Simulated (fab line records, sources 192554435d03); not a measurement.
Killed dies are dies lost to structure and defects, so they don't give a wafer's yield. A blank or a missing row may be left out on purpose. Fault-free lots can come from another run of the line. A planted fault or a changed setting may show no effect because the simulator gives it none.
Problem report, 8D (eight disciplines) form, completed by code    flow n5 finfet    the parts of the form that need people (team, actions taken, sign-off) are left out

1. WHAT WENT WRONG
run length s at N5_BEOL_M10_ETCH_66 reads a mean of 195.2 s on 4 wafers of 3 lots; wafers without a fault read 203.6 s with a standard deviation of 0.37. That is -23 standard deviations from the usual mean.
The step: etches SOC in N2/H2, target depth 120 nm, overetch 24 nm, time 180 s.
Seen first at day 14 13:14 on rie diel-02, wafer L645.4. Wafers with a number at this step in the record: 28, from 10 lots. The rule behind "out" and "out of limits": a value lying over 4 standard deviations away from the usual mean. All remaining wafers that have a number are taken as sound.

2. WHAT IT IS, AND WHAT IT ISN'T
question                     is                              is not
which readings at this step  run length s                    drypump motor current A, oes product au, rf vpp V, showerhead plenum p Torr, throttle valve pct
which lots                   L645, L648, L649                L636, L637, L638, L640, L642, L656, L657
which wafers of those lots   L645.4, L645.5, L648.5, L649.4  L648.2, L648.3, L649.3
read on which tools          rie diel-02                     rie diel-03, rie diel-05
when                         from day 14 13:14               up to then (15 sound wafers); but 9 sound wafers of L648, L649, L656, L657 came after

3. WHAT RULES OUT EACH SUSPECT
Counting: any tool at a process step up to the reading remains a suspect provided it ran every lot that is out. Sound lots after the first of them don't rule it out here, since some wafers of a struck lot are sound.
- rie diel-02 at N5_BEOL_M10_DESCUM_33 (chemistry O2, time 7.9 s): kept. It ran every lot that is out, first L645 (day 14 13:09); its last sound lot up to then is L642 (day 13 17:25).
- rie diel-02 at N5_BEOL_M10_ETCH_66 (etches SOC in N2/H2, target depth 120 nm, overetch 24 nm, time 180 s): kept. It ran every lot that is out, first L645 (day 14 13:14); its last sound lot up to then is L642 (day 13 17:30). On those wafers its own readings are out: run length s.
Remaining after the count are rie diel-02 at N5_BEOL_M10_DESCUM_33 and rie diel-02 at N5_BEOL_M10_ETCH_66.

4. THE CAUSE (what the simulator had put in)
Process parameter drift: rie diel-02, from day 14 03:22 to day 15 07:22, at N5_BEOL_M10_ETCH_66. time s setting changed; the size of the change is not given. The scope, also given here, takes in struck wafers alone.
This tool is one of the 2 suspects left after counting.

5. THE EFFECT CHAIN, in route order
Each row: a reading whose mean over the struck wafers that have a number lies more than 3 standard deviations from the usual. Scope: only readings with a usual standard deviation given in the record; hours: median across lots of the time from each lot's start at the first step in this table that gives one to its start at this step; sigmas: change in usual standard deviations.
hours  step                 reading       usual    on struck wafers  change  sigmas
0      N5_BEOL_M10_ETCH_66  run length s  203.6 s  195.2             -8.4    -23
Process steps it contains:
- N5_BEOL_M10_ETCH_66: etches SOC in N2/H2, target depth 120 nm, overetch 24 nm, time 180 s.

6. WHAT WOULD HAVE CAUGHT IT SOONER
10 hours passed between the start of the fault at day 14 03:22 and the first reading out of limits in this record, taken at day 14 13:14.
